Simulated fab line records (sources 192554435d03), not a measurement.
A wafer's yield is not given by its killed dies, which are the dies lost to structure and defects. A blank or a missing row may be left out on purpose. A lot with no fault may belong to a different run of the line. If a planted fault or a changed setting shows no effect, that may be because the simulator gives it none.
Which tool is to blame? + flow n5_finfet + 9 lots with 27 wafers sampled at 5 steps, on a route of 1938 steps

WHAT THE GAUGES SHOWED, per wafer
N5_BEOL_M4_RC_MEAS_101.
| lot  | measured     | on        | DIBL_N (mV/V)  |
|------|--------------|-----------|----------------|
| L491 | day 11 17:44 | prober-01 | 37.3 36.6 36.6 |
| L493 | day 12 09:07 | prober-02 | 34.7 33.9 34.8 |
| L496 | day 12 21:09 | prober-02 | 40.1 41.5 40.5 |
| L497 | day 12 19:27 | prober-01 | 39.6 37.3 39.5 |
| L498 | day 14 00:48 | prober-02 | 35.7 35.8 34.1 |
| L499 | day 13 06:21 | prober-02 | 36.6 35.2 36.7 |
| L500 | day 13 12:31 | prober-02 | 36.7 35.2 37.4 |
| L509 | day 17 18:43 | prober-01 | 43.7 38.2 37.7 |
| L510 | day 16 07:49 | prober-02 | 36.5 37.0 38.3 |

WHICH TOOL RAN EACH LOT (tool, then ch and the chambers of the sampled wafers, then the start)
| lot  | N5_GATE_CUT_ETCH_19               | N5_GATE_CUT_CUT_ETCH_53          | N5_GATE_CUT_VAPOR_ETCH_49        | N5_MOL_CONTACT_COAG_COAT_58       |
|------|-----------------------------------|----------------------------------|----------------------------------|-----------------------------------|
| L491 | rie_diel-03 ch 0,1,2, day 5 08:28 | rie_metal-02 ch 0,1, day 5 08:35 | rie_metal-02 ch 0,1, day 5 08:47 | litho_track-02 ch 0, day 5 11:35  |
| L493 | rie_diel-06 ch 0,1,2, day 5 22:29 | rie_metal-03 ch 0,1, day 5 23:48 | rie_metal-03 ch 0,1, day 6 00:01 | litho_track-04 ch 0, day 6 03:07  |
| L496 | rie_diel-03 ch 1,2, day 6 16:44   | rie_metal-03 ch 0,1, day 6 16:51 | rie_metal-03 ch 0,1, day 6 17:04 | litho_track-04 ch 0, day 6 19:51  |
| L497 | rie_diel-02 ch 0,2,3, day 6 19:07 | rie_metal-02 ch 0,1, day 6 19:14 | rie_metal-02 ch 0,1, day 6 19:26 | litho_track-04 ch 0, day 6 22:14  |
| L498 | rie_diel-06 ch 1,2, day 7 00:53   | rie_metal-02 ch 0, day 7 01:00   | rie_metal-02 ch 0, day 7 01:13   | litho_track-04 ch 0, day 7 05:11  |
| L499 | rie_diel-03 ch 0,1,2, day 7 04:30 | rie_metal-01 ch 0,1, day 7 04:37 | rie_metal-01 ch 0,1, day 7 04:53 | litho_track-04 ch 0, day 7 07:47  |
| L500 | rie_diel-06 ch 0,2,3, day 7 11:11 | rie_metal-02 ch 0,1, day 7 11:19 | rie_metal-02 ch 0,1, day 7 11:31 | litho_track-02 ch 0, day 7 14:21  |
| L509 | rie_diel-06 ch 0,2,3, day 9 18:33 | rie_metal-02 ch 1, day 9 18:41   | rie_metal-02 ch 1, day 9 19:05   | litho_track-04 ch 0, day 9 21:56  |
| L510 | rie_diel-02 ch 0,1,3, day 9 23:31 | rie_metal-02 ch 1, day 9 23:38   | rie_metal-02 ch 1, day 10 00:03  | litho_track-04 ch 0, day 10 02:54 |
- N5_GATE_CUT_ETCH_19: etches SiNx in CH3F/O2, target depth 53.7 nm, time 76.7 s.
- N5_GATE_CUT_CUT_ETCH_53: etches W in SF6/Cl2, target depth 79.2 nm.
- N5_GATE_CUT_VAPOR_ETCH_49: etches TiAlC in BCl3/Cl2.
- N5_MOL_CONTACT_COAG_COAT_58: time 60 s, resist thk 10 nm.

THE ANSWER, worked out from the rows above alone
Rule: what is usual is taken from the lots themselves. Put in order of their means at a reading, lots are off if they are a third of the lots or fewer, leave a main group of 4 or more, and stand apart from it by a gap of 3 or more times the standard deviation of the main group's means; of several such gaps the widest counts. If all means in a main group match to the digits the tables above print for the reading, that group is not used. A lot without any number at a reading at which 4 lots or more have one is off too. All remaining lots with rows at the step are treated as sound.
No lot is off on any of the readings shown, so nothing can be concluded from this.

WHAT HAD BEEN PUT IN BY THE SIMULATOR
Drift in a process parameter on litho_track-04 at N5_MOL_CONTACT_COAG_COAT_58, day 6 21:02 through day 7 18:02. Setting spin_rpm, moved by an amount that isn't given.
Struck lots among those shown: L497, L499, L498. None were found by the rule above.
